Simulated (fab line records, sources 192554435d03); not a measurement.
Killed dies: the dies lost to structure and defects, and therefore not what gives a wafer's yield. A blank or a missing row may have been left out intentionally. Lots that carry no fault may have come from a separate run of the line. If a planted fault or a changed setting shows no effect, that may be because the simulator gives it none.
Matching of chambers + flow n5 finfet + 3 sister chambers for N5_BEOL_M0_SAQP_PECVD_03 on pecvd-01
The step deposits SiCN from 3MS/NH3, target thk 12 nm, time 21.1 s. 6 wafers are shown with their chamber, then 9 later ones without.

== WAFERS PAIRED WITH THEIR CHAMBERS ==
| wafer  | chamber | throttle valve pct (%) | showerhead plenum p Torr (Torr) |
|--------|---------|------------------------|---------------------------------|
| L078.3 | 1       | 8.2                    | 3.660                           |
| L078.4 | 2       | 7.9                    | 3.663                           |
| L078.6 | 0       | 9.6                    | 3.685                           |
| L082.2 | 0       | 9.7                    | 3.669                           |
| L082.5 | 1       | 8.2                    | 3.665                           |
| L082.6 | 2       | 8.2                    | 3.653                           |

== WAFERS WITH NO CHAMBER GIVEN ==
| wafer  | throttle valve pct (%) | showerhead plenum p Torr (Torr) |
|--------|------------------------|---------------------------------|
| L084.2 | 8.2                    | 3.662                           |
| L084.4 | 8.6                    | 3.661                           |
| L084.6 | 8.1                    | 3.654                           |
| L086.2 | 8.3                    | 3.665                           |
| L086.3 | 8.5                    | 3.663                           |
| L086.6 | 8.4                    | 3.672                           |
| L096.1 | 8.2                    | 3.659                           |
| L096.3 | 8.1                    | 3.652                           |
| L096.4 | 8.5                    | 3.667                           |

== THE CHAMBER EACH PASSED THROUGH ==
| wafer  | from the rows above     | in truth |
|--------|-------------------------|----------|
| L084.2 | can't be placed: 1 or 2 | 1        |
| L084.4 | can't be placed: 1 or 2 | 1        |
| L084.6 | can't be placed: 2 or 1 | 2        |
| L086.2 | can't be placed: 1 or 2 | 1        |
| L086.3 | can't be placed: 1 or 2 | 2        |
| L086.6 | can't be placed: 1 or 2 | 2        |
| L096.1 | can't be placed: 1 or 2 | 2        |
| L096.3 | can't be placed: 2 or 1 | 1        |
| L096.4 | can't be placed: 1 or 2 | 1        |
0 of 9 placed correctly. Can't be placed from these rows: 9 (the true chamber is among the candidates in 9). Placed wrongly: 0.
How it was worked out, from the rows above alone: a wafer's distance from a chamber is the root of the sum, over the readings, of the square of ((its reading less the chamber's mean) divided by the reading's scatter). If the next closest chamber is less than 2 further off than the closest, the wafer can't be placed; otherwise it belongs to the closest. Each chamber's mean is taken over the wafers shown for it. The scatter is the square root of a quotient: the sum, over the shown wafers, of each reading's squared deviation from its chamber's mean, divided by wafers minus chambers.
